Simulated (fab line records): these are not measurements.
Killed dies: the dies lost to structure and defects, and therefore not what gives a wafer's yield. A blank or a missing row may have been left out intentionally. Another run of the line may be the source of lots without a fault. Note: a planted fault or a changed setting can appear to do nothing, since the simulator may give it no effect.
A struck lot beside a sound one | flow n5Finfet | 15 steps out of a route of 1938
Sound: the wafers L108.2, L108.4, L108.5. Struck: wafer L994.5 (L994.1, L994.4, from the same lot, were not struck and are left out); the cause is given at the end.
For every step that has rows: the tool of each side, followed by ch and its chambers, followed by its first start. Under that, the readings that differ: sound wafers | struck wafers | difference of the means | sigmas: that difference in standard deviations of wafers without a fault.
alike: readings with means less than 2 such deviations apart, plus words and numbers identical on both sides. not compared: withheld readings, readings lacking a value on some wafer, bounds such as >300 that could conceal the same value, and numbers that have no deviation in the record and whose values overlap.
A row with sigmas, a row that says differs or no value, or rows on one side alone: a step with any of these is where the two part. Numbers that don't overlap but have no deviation are shown without sigmas and don't part them. A reading missing from all wafers of one side parts the sides only when that side holds two or more wafers.

first, 7 steps without rows for these wafers: N5_BEOL_M10_COAT_60 (time 60 s, resist thk 30 nm); N5_BEOL_M10_COAT_05 (resist thk 90 nm); N5_BEOL_M10_EBR_07; N5_BEOL_M10_SOFTBAKE_06 (time 60 s); N5_BEOL_M10_EXPOSE_08 (exposes mask M10); N5_BEOL_M10_PEB_09 (peb time 60 s); N5_BEOL_M10_DEVELOP_10 (develop time 30 s).
N5_BEOL_M10_CD_MEAS_11: target cd 64.1 nm.
  sound on cdSem-01 ch 0, day 16 16:47; struck on cdSem-03 ch 0, day 12 14:32
  alike: cdNm
N5_BEOL_M10_OVL_MEAS_12:
  sound on overlay-01 ch 0, day 16 16:50; struck on overlay-01 ch 0, day 12 14:34
  alike: M10_OVL
N5_BEOL_M10_INSPECT_13: inspects for defects (brightfield).
  sound on defectInspect-02, day 16 16:51; struck on defectInspect-02, day 12 14:35
  alike: rawDefectCount
N5_BEOL_M10_DESCUM_16: chemistry O2, time 7.9 s.
  sound on rieDiel-04 ch 0,3, day 16 17:25; struck on rieDiel-05 ch 0, day 12 14:47
  alike: drypumpMotorCurrentA, oesProductAu, rfVppV, showerheadPlenumPTorr, throttleValvePct
  not compared: rfHoursCounterH
N5_BEOL_M10_ETCH_61: etches SiARC in CF4, target depth 39 nm, time 65 s.
  sound on rieDiel-04 ch 0,3, day 16 17:27; struck on rieDiel-05 ch 0, day 12 14:49
  alike: drypumpMotorCurrentA, etchRfOnTimeS, oesProductAu, rfVppV, showerheadPlenumPTorr, throttleValvePct
  not compared: rfHoursCounterH
N5_BEOL_M10_ETCH_62: etches SOC in N2/H2, target depth 110 nm, overetch 22 nm, time 165 s.
  sound on rieDiel-04 ch 0,3, day 16 17:30; struck on rieDiel-05 ch 0, day 12 14:52
reading                                    | sound          | struck | difference | sigmas
model.SiARC_of_BEOL_M10_COAT_60.thkNm (nm) | 23.4 23.2 23.4 | 21     | -2         | 
  alike: drypumpMotorCurrentA, oesProductAu, rfVppV, showerheadPlenumPTorr, throttleValvePct
  not compared: rfHoursCounterH
then, 1 step without rows for these wafers: N5_BEOL_M10_STRIP_68 (strips in N2/H2).
-- a jump in the record: the struck wafers' starts before and after are 2 days apart (it breaks off in module BEOL_M10 and resumes in module PASSIVATION, where the first step shown is number 1936 of the route) --
N5_PASSIVATION_PROBE_49:
  only the struck wafers here have rows in the record (prober-02, day 14 20:56); the sound ones have none

## WHERE THEY PART
Within this record, at N5_PASSIVATION_PROBE_49 only.

WHY: what the simulator had put in
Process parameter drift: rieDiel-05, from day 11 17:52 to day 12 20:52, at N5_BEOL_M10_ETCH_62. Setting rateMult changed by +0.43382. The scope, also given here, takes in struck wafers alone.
